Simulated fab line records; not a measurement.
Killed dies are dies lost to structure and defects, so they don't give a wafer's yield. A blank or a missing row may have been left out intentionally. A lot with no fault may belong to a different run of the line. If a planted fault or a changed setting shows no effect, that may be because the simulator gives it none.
Matching of chambers | flow nand-harc | NHARC_A_WL_FILL_ALD_00 on ald-hk-02: 4 sister chambers
The step deposits Al2O3, target thk 3 nm, pulse time 3 s, ald cycles 30. 4 wafers are shown with their chamber, then 9 later ones without.

== EACH WAFER AND ITS CHAMBER ==
wafer  | chamber | heater-power-w (W)
L089.4 | 0       | 454
L089.5 | 2       | 494
L090.2 | 3       | 359
L090.6 | 1       | 464

== WAFERS WITH NO CHAMBER GIVEN ==
wafer  | heater-power-w (W)
L092.3 | 357
L092.4 | 478
L092.5 | 445
L093.2 | 458
L093.3 | 449
L093.4 | 355
L094.4 | 452
L094.5 | 446
L094.6 | 359

== WHICH CHAMBER EACH WENT THROUGH ==
wafer  | from the rows above          | in truth
L092.3 | 3                            | 3
L092.4 | can't be placed: 1 or 2 or 0 | 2
L092.5 | can't be placed: 0 or 1      | 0
L093.2 | can't be placed: 0 or 1      | 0
L093.3 | can't be placed: 0 or 1      | 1
L093.4 | 3                            | 3
L094.4 | can't be placed: 0 or 1      | 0
L094.5 | can't be placed: 0 or 1      | 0
L094.6 | 3                            | 3
Correctly placed: 3 of 9. Cannot be placed on the basis of these rows: 6; the candidates contain the true chamber in 6. Number placed wrongly: 0.
How it was worked out, from the rows above alone: a wafer's distance from a chamber is the root of the sum, over the readings, of the square of ((its reading less the chamber's mean) divided by the reading's scatter). If the next closest chamber is less than 2 further off than the closest, the wafer can't be placed; otherwise it belongs to the closest. A chamber's mean is the mean of its shown wafers. The scatter: with one shown wafer a chamber, the root of the mean of the squares of how far each hidden wafer lies from its nearest shown one.
